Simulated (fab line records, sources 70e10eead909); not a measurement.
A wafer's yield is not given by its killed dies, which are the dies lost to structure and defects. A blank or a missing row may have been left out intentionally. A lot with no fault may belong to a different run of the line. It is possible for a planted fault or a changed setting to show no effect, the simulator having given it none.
What tool caused it? -- flow nand harc -- 42 wafers from 14 lots sampled at 5 of the route's 1302 steps

## WHAT THE GAUGES READ, wafer by wafer
NHARC_A_ONON_D1_THK_MEAS_14: measures by ellipsometry. Usual: 1001 nm for thk nm, sd 9.6.
lot,measured,on,thk nm (nm),flag
L646,day 8 06:48,film metro-02,1008 1004 1003,
L647,day 8 14:48,film metro-01,1015 1015 1016,
L649,day 9 10:58,film metro-02,977 976 976,
L650,day 9 21:27,film metro-01,1001 999 1000,
L651,day 10 13:11,film metro-01,995 996 995,
L652,day 10 18:14,film metro-01,1001 1001 1002,
L653,day 11 10:25,film metro-01,1003 1001 1003,
L656,day 12 13:46,film metro-02,1012 728 1013,OFF
L657,day 12 23:07,film metro-01,734 1014 1015,OFF
L662,day 15 04:12,film metro-01,995 994 994,
L663,day 15 17:25,film metro-01,1010 1009 1010,
L664,day 15 22:28,film metro-02,1007 1006 1008,
L667,day 17 04:40,film metro-01,995 997 996,
L668,day 17 15:20,film metro-01,1013 1013 1012,

## WHAT TOOL EACH LOT RAN ON (gives the tool, then ch and the chambers of the sampled wafers, and finally the start)
lot,NHARC_P_BONDPAD_DEGAS_25,NHARC_P_BONDPAD_PRE_CLEAN_26,NHARC_P_BONDPAD_PVD_27,NHARC_A_ONON_D1_DEP_12
L646,"pvd sputter-02, day 7 00:38","pvd sputter-02, day 8 06:20 or earlier","pvd sputter-02, day 8 06:20 or earlier","pecvd onon-02 ch 0, day 8 06:20"
L647,"pvd sputter-03, day 7 08:44","pvd sputter-03, day 8 14:17 or earlier","pvd sputter-03, day 8 14:17 or earlier","pecvd onon-01 ch 0, day 8 14:17"
L649,"pvd sputter-01, day 8 07:54","pvd sputter-01, day 9 10:31 or earlier","pvd sputter-01, day 9 10:31 or earlier","pecvd onon-01 ch 0, day 9 10:31"
L650,"pvd sputter-03, day 8 17:25","pvd sputter-03, day 9 20:59 or earlier","pvd sputter-03, day 9 20:59 or earlier","pecvd onon-02 ch 0, day 9 20:59"
L651,"pvd sputter-03, day 9 08:02","pvd sputter-03, day 10 12:51 or earlier","pvd sputter-03, day 10 12:51 or earlier","pecvd onon-02 ch 0, day 10 12:51"
L652,"pvd sputter-03, day 9 15:06","pvd sputter-03, day 10 17:43 or earlier","pvd sputter-03, day 10 17:43 or earlier","pecvd onon-01 ch 0, day 10 17:43"
L653,"pvd sputter-03, day 10 05:44","pvd sputter-03, day 11 09:54 or earlier","pvd sputter-03, day 11 09:54 or earlier","pecvd onon-04 ch 0, day 11 09:54"
L656,"pvd sputter-01, day 11 10:37","pvd sputter-01, day 12 13:15 or earlier","pvd sputter-01, day 12 13:15 or earlier","pecvd onon-02 ch 0, day 12 13:15"
L657,"pvd sputter-03, day 11 17:19","pvd sputter-03, day 12 22:39 or earlier","pvd sputter-03, day 12 22:39 or earlier","pecvd onon-02 ch 0, day 12 22:39"
L662,"pvd sputter-02, day 13 16:38","pvd sputter-02, day 15 03:41 or earlier","pvd sputter-02, day 15 03:41 or earlier","pecvd onon-04 ch 0, day 15 03:41"
L663,"pvd sputter-01, day 14 08:09","pvd sputter-01, day 15 17:02 or earlier","pvd sputter-01, day 15 17:02 or earlier","pecvd onon-04 ch 0, day 15 17:02"
L664,"pvd sputter-03, day 14 19:57","pvd sputter-03, day 15 22:00 or earlier","pvd sputter-03, day 15 22:00 or earlier","pecvd onon-02 ch 0, day 15 22:00"
L667,"pvd sputter-02, day 16 00:54","pvd sputter-02, day 17 04:20 or earlier","pvd sputter-02, day 17 04:20 or earlier","pecvd onon-01 ch 0, day 17 04:20"
L668,"pvd sputter-01, day 16 09:32","pvd sputter-01, day 17 14:56 or earlier","pvd sputter-01, day 17 14:56 or earlier","pecvd onon-04 ch 0, day 17 14:56"
- NHARC_P_BONDPAD_DEGAS_25: time 60 s.
- NHARC_P_BONDPAD_PRE_CLEAN_26: time 30 s.
- NHARC_P_BONDPAD_PVD_27: deposits Cu, target thk 30 nm, time 20.49 s.
- NHARC_A_ONON_D1_DEP_12: target thk 1000 nm.

## AS READ BY THE TOOLS THEMSELVES (means over the sampled wafers that have a number; for cases with no such wafer, the mark the record gives instead)
NHARC_P_BONDPAD_DEGAS_25. Usual: 445 W for heater power w, sd 29.
lot,tool,heater power w (W),flag
L646,pvd sputter-02,475,
L647,pvd sputter-03,446,
L649,pvd sputter-01,435,
L650,pvd sputter-03,413,
L651,pvd sputter-03,452,
L652,pvd sputter-03,428,
L653,pvd sputter-03,452,
L656,pvd sputter-01,430,
L657,pvd sputter-03,425,
L662,pvd sputter-02,476,
L663,pvd sputter-01,438,
L664,pvd sputter-03,438,
L667,pvd sputter-02,464,
L668,pvd sputter-01,421,

NHARC_P_BONDPAD_PRE_CLEAN_26. Usual: 391 W for heater power w, sd 25.
lot,tool,heater power w (W),flag
L646,pvd sputter-02,429,
L647,pvd sputter-03,379,
L649,pvd sputter-01,413,
L650,pvd sputter-03,392,
L651,pvd sputter-03,379,
L652,pvd sputter-03,378,
L653,pvd sputter-03,387,
L656,pvd sputter-01,385,
L657,pvd sputter-03,393,
L662,pvd sputter-02,427,
L663,pvd sputter-01,382,
L664,pvd sputter-03,394,
L667,pvd sputter-02,431,
L668,pvd sputter-01,390,

NHARC_P_BONDPAD_PVD_27. Usual: 29.7 % for throttle valve pct, sd 0.74.
lot,tool,throttle valve pct (%),flag
L646,pvd sputter-02,29.3,
L647,pvd sputter-03,29.4,
L649,pvd sputter-01,29.3,
L650,pvd sputter-03,30.1,
L651,pvd sputter-03,30.0,
L652,pvd sputter-03,29.8,
L653,pvd sputter-03,30.0,
L656,pvd sputter-01,29.3,
L657,pvd sputter-03,30.2,
L662,pvd sputter-02,29.6,
L663,pvd sputter-01,28.5,
L664,pvd sputter-03,29.8,
L667,pvd sputter-02,30.6,
L668,pvd sputter-01,29.9,

## THE ANSWER, worked out from the rows above alone
Rule: a lot counts as off when the mean over its wafers that have a number is more than 3 standard deviations away from the usual mean. A lot without any number at a reading at which 4 lots or more have one is off too. All remaining lots with rows at the step are treated as sound. The gauges are gone through in route order, then the tools' own readings, and for those a lot's mean is taken as printed above. At the first step where some lot is off, the reading lying furthest off is the one used; lots without a number count as furthest.
Off, at NHARC_A_ONON_D1_THK_MEAS_14 on thk nm: L656, L657.
If a tool, at a process step before that reading, ran all the lots that are off and no sound lot after the first of them, it fits. Those tools and the gauges at NHARC_A_ONON_D1_THK_MEAS_14 are tried in the same way. Because NHARC_P_BONDPAD_PRE_CLEAN_26 lacks a start for some lots, the hours and order of its lots are taken from NHARC_A_ONON_D1_DEP_12. Because NHARC_P_BONDPAD_PVD_27 lacks a start for some lots, the hours and order of its lots are taken from NHARC_A_ONON_D1_DEP_12. None of those tried fits.

## WHAT HAD BEEN PUT IN BY THE SIMULATOR
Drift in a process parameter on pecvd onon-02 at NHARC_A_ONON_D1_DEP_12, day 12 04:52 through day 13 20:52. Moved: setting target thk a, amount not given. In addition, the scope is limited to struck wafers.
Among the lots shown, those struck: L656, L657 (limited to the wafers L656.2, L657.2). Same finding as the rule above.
